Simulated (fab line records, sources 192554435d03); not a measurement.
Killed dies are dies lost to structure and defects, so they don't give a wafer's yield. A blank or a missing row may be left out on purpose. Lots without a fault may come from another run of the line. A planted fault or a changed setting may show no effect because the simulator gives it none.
Which tool did it? | flow n5_finfet | 24 lots, 72 wafers sampled, at 5 steps of a route of 1938

WHAT THE GAUGES READ, wafer by wafer
N5_BEOL_M2_THK_MEAS_01.
lot  | measured     | on            | M2_ILD_THK (nm)
L074 | day 6 09:29  | film_metro-02 | 76.8 77.7 78.7
L075 | day 6 12:10  | film_metro-02 | 79.6 80.4 80.1
L076 | day 6 18:10  | film_metro-02 | 78.2 79.0 80.1
L077 | day 7 04:49  | film_metro-02 | 80.2 80.8 81.6
L078 | day 7 10:43  | film_metro-01 | 79.8 80.0 80.1
L079 | day 7 13:53  | film_metro-02 | 78.5 78.3 77.9
L080 | day 8 06:17  | film_metro-01 | 79.1 79.0 80.7
L081 | day 8 09:43  | film_metro-02 | 78.9 79.5 80.1
L082 | day 8 10:58  | film_metro-02 | 78.2 80.4 79.7
L083 | day 8 15:22  | film_metro-01 | 79.2 79.6 79.0
L084 | day 8 16:01  | film_metro-02 | 77.0 78.5 79.5
L086 | day 9 11:11  | film_metro-01 | 76.2 79.3 78.1
L085 | day 9 16:56  | film_metro-01 | 77.8 78.4 80.0
L087 | day 9 17:52  | film_metro-01 | 79.4 80.8 80.3
L088 | day 9 22:47  | film_metro-02 | 79.1 80.3 79.9
L089 | day 10 04:34 | film_metro-01 | 78.1 79.6 78.8
L090 | day 10 10:35 | film_metro-01 | 80.3 78.6 79.0
L091 | day 10 19:19 | film_metro-02 | 78.4 78.4 79.4
L093 | day 11 01:04 | film_metro-01 | 78.7 77.7 79.3
L092 | day 11 01:19 | film_metro-01 | 78.6 79.1 78.0
L094 | day 11 11:46 | film_metro-02 | 79.9 79.3 79.6
L095 | day 11 22:39 | film_metro-02 | 79.3 80.6 79.8
L096 | day 12 02:43 | film_metro-02 | 78.0 80.1 79.6
L097 | day 12 14:17 | film_metro-02 | 77.7 78.5 79.1

N5_BEOL_M2_CD_MEAS_35: target cd 18 nm, target cd y 22.2 nm.
lot  | measured     | on        | cd_nm (nm)
L074 | day 6 17:27  | cd_sem-03 | 18.4 17.8 18.5
L075 | day 6 17:26  | cd_sem-01 | 18.5 18.4 17.8
L076 | day 7 01:16  | cd_sem-03 | 18.0 18.0 18.2
L077 | day 7 09:55  | cd_sem-03 | 18.6 18.5 18.5
L078 | day 7 13:43  | cd_sem-01 | 18.5 18.3 17.9
L079 | day 8 02:45  | cd_sem-01 | 17.6 17.9 18.0
L080 | day 8 09:11  | cd_sem-01 | 18.1 18.6 18.7
L081 | day 8 14:38  | cd_sem-01 | 18.5 17.8 17.6
L082 | day 8 14:50  | cd_sem-02 | 18.0 18.6 17.5
L083 | day 8 19:23  | cd_sem-01 | 18.4 18.1 18.1
L084 | day 8 22:51  | cd_sem-03 | 17.4 17.6 18.2
L086 | day 9 16:35  | cd_sem-02 | 18.2 17.9 17.7
L085 | day 9 22:00  | cd_sem-02 | 17.6 18.3 17.9
L087 | day 9 23:28  | cd_sem-02 | 17.6 18.1 18.1
L088 | day 10 04:50 | cd_sem-02 | 17.6 17.2 17.9
L089 | day 10 15:20 | cd_sem-01 | 17.5 17.9 17.4
L090 | day 10 18:48 | cd_sem-03 | 18.4 17.8 17.9
L091 | day 11 00:33 | cd_sem-03 | 17.3 18.1 17.7
L093 | day 11 12:58 | cd_sem-02 | 18.5 17.8 18.7
L092 | day 11 17:57 | cd_sem-02 | 17.7 17.1 17.6
L094 | day 12 02:01 | cd_sem-01 | 18.1 17.2 18.3
L095 | day 12 07:55 | cd_sem-01 | 17.5 18.2 18.1
L096 | day 13 01:33 | cd_sem-01 | 18.2 19.6 17.6
L097 | day 13 04:04 | cd_sem-03 | 17.9 18.4 17.5

WHICH TOOL RAN EACH LOT (tool, then ch and the chambers of the sampled wafers, then the start)
lot  | N5_BEOL_M1_DEP_57               | N5_BEOL_M2_PECVD_72             | N5_BEOL_M2_STRIP_97
L074 | pecvd-04 ch 0,1, day 6 09:17    | pecvd-04 ch 0,2, day 6 09:32    | rie_diel-06 ch 2,3, day 6 17:27 or earlier
L075 | pecvd-03 ch 0,1, day 6 11:58    | pecvd-01 ch 0,1,2, day 6 12:13  | rie_diel-04 ch 0,1,3, day 6 17:26 or earlier
L076 | pecvd-02 ch 0,1, day 6 17:58    | pecvd-01 ch 0,2, day 6 18:12    | rie_diel-04 ch 0,1,3, day 7 01:16 or earlier
L077 | pecvd-02 ch 0,1,2, day 7 04:37  | pecvd-02 ch 0,1,2, day 7 04:51  | rie_diel-04 ch 1,2,3, day 7 09:55 or earlier
L078 | pecvd-03 ch 0,2, day 7 10:31    | pecvd-04 ch 0,1, day 7 10:45    | rie_diel-04 ch 0,2,3, day 7 13:43 or earlier
L079 | pecvd-03 ch 0,1,2, day 7 13:41  | pecvd-01 ch 0,1,2, day 7 13:56  | rie_diel-04 ch 0,2,3, day 8 02:45 or earlier
L080 | pecvd-04 ch 1,2, day 8 06:05    | pecvd-02 ch 0,1, day 8 06:19    | rie_diel-04 ch 0,2, day 8 09:11 or earlier
L081 | pecvd-02 ch 1,2, day 8 09:31    | pecvd-04 ch 0,1,2, day 8 09:46  | rie_diel-05 ch 0,2, day 8 14:38 or earlier
L082 | pecvd-02 ch 0,1,2, day 8 10:46  | pecvd-04 ch 0,1, day 8 11:00    | rie_diel-06 ch 0,1,2, day 8 14:50 or earlier
L083 | pecvd-02 ch 1,2, day 8 15:10    | pecvd-02 ch 1,2, day 8 15:24    | rie_diel-05 ch 0,2, day 8 19:23 or earlier
L084 | pecvd-02 ch 0,1, day 8 15:49    | pecvd-04 ch 1,2, day 8 16:02    | rie_diel-04 ch 0,2,3, day 8 22:51 or earlier
L086 | pecvd-04 ch 0,1, day 9 10:58    | pecvd-01 ch 0, day 9 11:13      | rie_diel-06 ch 1,2, day 9 16:35 or earlier
L085 | pecvd-04 ch 0,2, day 9 16:42    | pecvd-02 ch 0,1, day 9 16:58    | rie_diel-04 ch 1,2,3, day 9 22:00 or earlier
L087 | pecvd-04 ch 0,2, day 9 17:38    | pecvd-04 ch 0,2, day 9 17:54    | rie_diel-06 ch 1,2, day 9 23:28 or earlier
L088 | pecvd-03 ch 1,2, day 9 22:34    | pecvd-01 ch 0,1, day 9 22:49    | rie_diel-05 ch 1,2, day 10 04:50 or earlier
L089 | pecvd-03 ch 0,1,2, day 10 04:21 | pecvd-02 ch 0,1, day 10 04:36   | rie_diel-05 ch 0,2, day 10 15:20 or earlier
L090 | pecvd-04 ch 0,1,2, day 10 10:22 | pecvd-01 ch 0,1,2, day 10 10:37 | rie_diel-04 ch 0,1,2, day 10 18:48 or earlier
L091 | pecvd-02 ch 0,2, day 10 19:08   | pecvd-01 ch 0,1, day 10 19:22   | rie_diel-05 ch 1,2,3, day 11 00:33 or earlier
L093 | pecvd-03 ch 0,1,2, day 11 00:51 | pecvd-02 ch 0,2, day 11 01:07   | rie_diel-05 ch 0,2, day 11 12:58 or earlier
L092 | pecvd-03 ch 0,2, day 11 01:07   | pecvd-02 ch 1,2, day 11 01:21   | rie_diel-05 ch 0,2,3, day 11 17:57 or earlier
L094 | pecvd-03 ch 0,1,2, day 11 11:34 | pecvd-04 ch 0,2, day 11 11:48   | rie_diel-04 ch 2,3, day 12 02:01 or earlier
L095 | pecvd-04 ch 1,2, day 11 22:27   | pecvd-04 ch 1,2, day 11 22:41   | rie_diel-04 ch 2,3, day 12 07:55 or earlier
L096 | pecvd-03 ch 1,2, day 12 02:31   | pecvd-01 ch 0,1,2, day 12 02:46 | rie_diel-06 ch 1,2, day 13 01:33 or earlier
L097 | pecvd-04 ch 0,1,2, day 12 14:05 | pecvd-01 ch 1,2, day 12 14:20   | rie_diel-04 ch 0,3, day 13 04:04 or earlier
- N5_BEOL_M1_DEP_57: deposits SiCN from 3MS/NH3, target thk 8 nm, time 14 s.
- N5_BEOL_M2_PECVD_72: deposits SiO2 from TEOS/O2, target thk 16 nm, time 18 s.
- N5_BEOL_M2_STRIP_97: strips in N2/H2, time 10 s.

WHAT THE TOOLS THEMSELVES READ (means of the sampled wafers that have a number; where no wafer has one, the mark that the record gives instead)
N5_BEOL_M1_DEP_57.
lot  | tool     | showerhead_plenum_p_Torr (Torr) | throttle_valve_pct (%)
L074 | pecvd-04 | 3.659                           | 9.8
L075 | pecvd-03 | 3.672                           | 9.1
L076 | pecvd-02 | 3.662                           | 8.9
L077 | pecvd-02 | 3.672                           | 9.1
L078 | pecvd-03 | 3.676                           | 9.1
L079 | pecvd-03 | 3.667                           | 9.0
L080 | pecvd-04 | 3.670                           | 8.6
L081 | pecvd-02 | 3.667                           | 9.1
L082 | pecvd-02 | 3.668                           | 9.0
L083 | pecvd-02 | 3.670                           | 8.9
L084 | pecvd-02 | 3.666                           | 9.0
L086 | pecvd-04 | 3.661                           | 9.7
L085 | pecvd-04 | 3.657                           | 9.1
L087 | pecvd-04 | 3.660                           | 9.1
L088 | pecvd-03 | 3.671                           | 8.9
L089 | pecvd-03 | 3.670                           | 8.9
L090 | pecvd-04 | 3.657                           | 9.2
L091 | pecvd-02 | 3.676                           | 8.6
L093 | pecvd-03 | 3.673                           | 9.0
L092 | pecvd-03 | 3.672                           | 9.1
L094 | pecvd-03 | 3.668                           | 9.1
L095 | pecvd-04 | 3.661                           | 8.6
L096 | pecvd-03 | 3.662                           | 8.9
L097 | pecvd-04 | 3.662                           | 9.2

N5_BEOL_M2_PECVD_72.
lot  | tool     | heater_power_w (W) | showerhead_plenum_p_Torr (Torr) | susceptor_temp_C (C) | throttle_valve_pct (%)
L074 | pecvd-04 | 727                | 8.74                            | 399.99               | 24.0
L075 | pecvd-01 | 860                | 8.70                            | 400.13               | 22.3
L076 | pecvd-01 | 720                | 8.71                            | 399.77               | 22.0
L077 | pecvd-02 | 602                | 8.82                            | 400.04               | 22.4
L078 | pecvd-04 | 649                | 8.78                            | 400.16               | 22.6
L079 | pecvd-01 | 772                | 8.70                            | 399.98               | 22.3
L080 | pecvd-02 | 657                | 8.78                            | 399.82               | 22.6
L081 | pecvd-04 | 703                | 8.76                            | 399.81               | 22.5
L082 | pecvd-04 | 689                | 8.74                            | 400.17               | 24.2
L083 | pecvd-02 | 526                | 8.82                            | 400.06               | 22.2
L084 | pecvd-04 | 700                | 8.77                            | 400.25               | 21.2
L086 | pecvd-01 | 685                | 8.71                            | 399.85               | 21.6
L085 | pecvd-02 | 688                | 8.81                            | 400.19               | 22.8
L087 | pecvd-04 | 749                | 8.75                            | 400.08               | 22.7
L088 | pecvd-01 | 792                | 8.68                            | 400.11               | 22.2
L089 | pecvd-02 | 668                | 8.80                            | 399.91               | 22.9
L090 | pecvd-01 | 798                | 8.70                            | 399.89               | 22.4
L091 | pecvd-01 | 719                | 8.69                            | 399.95               | 21.9
L093 | pecvd-02 | 623                | 8.84                            | 399.68               | 22.2
L092 | pecvd-02 | 615                | 8.80                            | 399.92               | 20.9
L094 | pecvd-04 | 778                | 8.74                            | 400.05               | 24.2
L095 | pecvd-04 | 722                | 8.78                            | 400.11               | 21.1
L096 | pecvd-01 | 763                | 8.69                            | 400.08               | 22.4
L097 | pecvd-01 | 911                | 8.68                            | 399.87               | 22.7

N5_BEOL_M2_STRIP_97.
lot  | tool        | bias_power_w (W) | drypump_motor_current_A (A) | n2_flow_sccm (sccm) | oes_product_au (a.u.) | rf_vpp_V (V) | showerhead_plenum_p_Torr (Torr) | throttle_valve_pct (%)
L074 | rie_diel-06 | 7.000            | 5.8                         | 199.8               | 0.76                  | 58.5         | 2.45                            | 23.9
L075 | rie_diel-04 | 7.017            | 5.4                         | 200.1               | 0.77                  | 59.1         | 2.44                            | 23.2
L076 | rie_diel-04 | 6.980            | 5.4                         | 199.8               | 0.77                  | 58.0         | 2.44                            | 23.2
L077 | rie_diel-04 | 7.007            | 5.4                         | 199.6               | 0.78                  | 59.0         | 2.52                            | 23.3
L078 | rie_diel-04 | 6.976            | 5.5                         | 199.9               | 0.77                  | 59.6         | 2.51                            | 23.5
L079 | rie_diel-04 | 7.012            | 5.6                         | 199.8               | 0.77                  | 59.5         | 2.51                            | 23.5
L080 | rie_diel-04 | 6.996            | 5.8                         | 200.1               | 0.71                  | 58.7         | 2.57                            | 23.9
L081 | rie_diel-05 | 6.980            | 5.3                         | 199.6               | 0.70                  | 58.3         | 2.54                            | 23.5
L082 | rie_diel-06 | 6.987            | 6.0                         | 199.7               | 0.68                  | 59.3         | 2.47                            | 23.9
L083 | rie_diel-05 | 7.007            | 5.5                         | 200.2               | 0.68                  | 59.6         | 2.46                            | 23.5
L084 | rie_diel-04 | 7.007            | 5.6                         | 199.9               | 0.76                  | 59.4         | 2.50                            | 23.5
L086 | rie_diel-06 | 7.000            | 5.6                         | 200.3               | 0.68                  | 58.5         | 2.45                            | 24.0
L085 | rie_diel-04 | 7.006            | 5.4                         | 200.1               | 0.75                  | 58.8         | 2.51                            | 23.3
L087 | rie_diel-06 | 7.007            | 5.6                         | 201.0               | 0.69                  | 58.4         | 2.45                            | 24.0
L088 | rie_diel-05 | 7.034            | 5.8                         | 200.2               | 0.79                  | 59.6         | 2.54                            | 23.6
L089 | rie_diel-05 | 6.984            | 5.5                         | 200.2               | 0.86                  | 60.0         | 2.66                            | 23.2
L090 | rie_diel-04 | 6.996            | 5.5                         | 200.2               | 0.78                  | 58.9         | 2.59                            | 23.5
L091 | rie_diel-05 | 6.989            | 5.6                         | 200.1               | 0.83                  | 59.5         | 2.54                            | 23.8
L093 | rie_diel-05 | 6.979            | 5.5                         | 198.9               | 0.84                  | 59.8         | 2.66                            | 23.2
L092 | rie_diel-05 | 6.986            | 5.5                         | 200.0               | 0.86                  | 59.6         | 2.60                            | 23.6
L094 | rie_diel-04 | 7.006            | 5.7                         | 200.2               | 0.74                  | 59.0         | 2.57                            | 23.6
L095 | rie_diel-04 | 7.004            | 5.5                         | 200.0               | 0.78                  | 58.8         | 2.52                            | 23.3
L096 | rie_diel-06 | 6.986            | 5.8                         | 200.2               | 0.86                  | 59.2         | 2.46                            | 23.7
L097 | rie_diel-04 | 6.997            | 5.4                         | 200.7               | 0.85                  | 58.8         | 2.54                            | 23.2

THE ANSWER, worked out from the rows above alone
Rule: what is usual is taken from the lots themselves. Put in order of their means at a reading, lots are off if they are a third of the lots or fewer, leave a main group of 4 or more, and stand apart from it by a gap of 3 or more times the standard deviation of the main group's means; of several such gaps the widest counts. A main group whose means are all the same, to the digits that the tables above print for the reading, isn't used. A lot without any number at a reading at which 4 lots or more have one is off too. The other lots that the step has rows for count as sound. The gauges are gone through in route order, then the tools' own readings, and for those a lot's mean is taken as printed above. The first step at which some lot is off is used, and at that step the reading that is off furthest; a lot without a number counts as furthest.
No lot is off at any reading shown: from this, nothing can be told.

WHAT THE SIMULATOR HAD PUT IN
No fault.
